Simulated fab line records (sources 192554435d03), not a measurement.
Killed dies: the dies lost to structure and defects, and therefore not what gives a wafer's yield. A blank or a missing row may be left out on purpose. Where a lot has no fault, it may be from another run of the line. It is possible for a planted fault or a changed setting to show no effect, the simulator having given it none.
A struck lot beside a sound one + flow n5-finfet + 16 out of 1938 route steps
Sound: these wafers, L305.2, L305.3, L305.6. Struck: wafer L320.6. (L320.2, L320.3 of the same lot were not struck and are left out.) The cause comes at the end.
Per side, at each step with rows, come the tool, then ch with its chambers, and then its first start. Under that, the readings that differ: sound wafers + struck wafers + difference of the means + sigmas: that difference in standard deviations of wafers without a fault.
alike: same words and numbers on both sides, and readings whose means sit less than 2 such deviations apart. not compared: any withheld reading, any reading some wafer has no value for, any bound like >300 that may hide the same value, and any number with overlapping values for which the record gives no deviation.
Wherever a step has rows on one side only, a row that says differs or no value, or a row with sigmas, the two part there. Numbers that don't overlap but have no deviation are shown without sigmas and don't part them. A reading that every wafer of one side lacks parts them only if that side has two wafers or more.

first, 8 steps without rows for these wafers: N5_BEOL_M2_COAT_68 (time 60 s, resist thk 12 nm); N5_BEOL_M2_COAT_76 (time 60 s, resist thk 5 nm); N5_BEOL_M2_COAT_22 (resist thk 30 nm); N5_BEOL_M2_EBR_24; N5_BEOL_M2_SOFTBAKE_23 (time 60 s); N5_BEOL_M2_EXPOSE_25 (exposes mask V1, defocus 5 nm); N5_BEOL_M2_PEB_26 (peb time 60 s); N5_BEOL_M2_DEVELOP_27 (develop time 30 s).
N5_BEOL_M2_CD_MEAS_28: target cd 26.2 nm, target cd y 24.1 nm.
  sound on cd-sem-01 ch 0, day 7 18:07; struck on cd-sem-03 ch 0, day 11 08:52
  alike: cd-nm
N5_BEOL_M2_OVL_MEAS_29:
  sound on overlay-02 ch 0, day 7 18:08; struck on overlay-02 ch 0, day 11 08:54
  alike: V1_OVL
N5_BEOL_M2_INSPECT_30: inspects for defects (brightfield).
  sound on defect-inspect-01 at day 7 18:11; struck on defect-inspect-02 at day 11 08:57
  alike: raw-defect-count
N5_BEOL_M2_DESCUM_33: chemistry O2, time 7 s.
  sound on rie-diel-02 ch 0,1, day 7 18:14; struck on rie-diel-04 ch 0, day 11 09:06
| reading                | sound             | struck | difference | sigmas |
|------------------------|-------------------|--------|------------|--------|
| bias-power-w (W)       | 19.94 19.85 20.00 | 20.13  | +0.20      | +3     |
| throttle-valve-pct (%) | 20.18 20.34 20.35 | 20.61  | +0.32      | +2     |
  alike: drypump-motor-current-A, oes-product-au, rf-vpp-V, showerhead-plenum-p-Torr
  not compared: rf-hours-counter-h
N5_BEOL_M2_ETCH_77: etches underlayer in N2/H2, target depth 6.5 nm, time 5.2 s.
  sound on rie-diel-02 ch 0,1, day 7 18:16; struck on rie-diel-04 ch 0, day 11 09:08
| reading               | sound          | struck | difference | sigmas |
|-----------------------|----------------|--------|------------|--------|
| etch-rf-on-time-s (s) | 5.28 5.32 5.33 | 3.88   | -1.43      | -8     |
  alike: drypump-motor-current-A, oes-product-au, rf-vpp-V, showerhead-plenum-p-Torr, throttle-valve-pct
  not compared: rf-hours-counter-h
N5_BEOL_M2_ETCH_69: etches SiARC in CF4, target depth 15.6 nm, time 26 s.
  sound on rie-diel-02 ch 0,1, day 7 18:17; struck on rie-diel-04 ch 0, day 11 09:09
  alike: cf4-flow-sccm, drypump-motor-current-A, etch-rf-on-time-s, oes-product-au, rf-vpp-V, showerhead-plenum-p-Torr, throttle-valve-pct
  not compared: rf-hours-counter-h
N5_BEOL_M4_RC_MEAS_101:
  sound on prober-02 ch 0, day 9 03:31; struck on prober-01 ch 0, day 13 04:11
| reading        | sound          | struck | difference | sigmas |
|----------------|----------------|--------|------------|--------|
| IOFF_P (nA/um) | 0.19 0.21 0.22 | 0.33   | +0.12      | +2     |
| VT_P (mV)      | -252 -252 -253 | -243   | +9         | +3     |
  alike: DIBL_N, DIBL_P, IOFF_N, ION_N, ION_P, SS_N, SS_P, VT_N
next, for these wafers, 1 step has no rows: N5_PASSIVATION_PROBE_49.

WHERE THEY PART
Last at N5_BEOL_M4_RC_MEAS_101 as far as this record goes, first at N5_BEOL_M2_DESCUM_33.

WHY: the cause the simulator had injected
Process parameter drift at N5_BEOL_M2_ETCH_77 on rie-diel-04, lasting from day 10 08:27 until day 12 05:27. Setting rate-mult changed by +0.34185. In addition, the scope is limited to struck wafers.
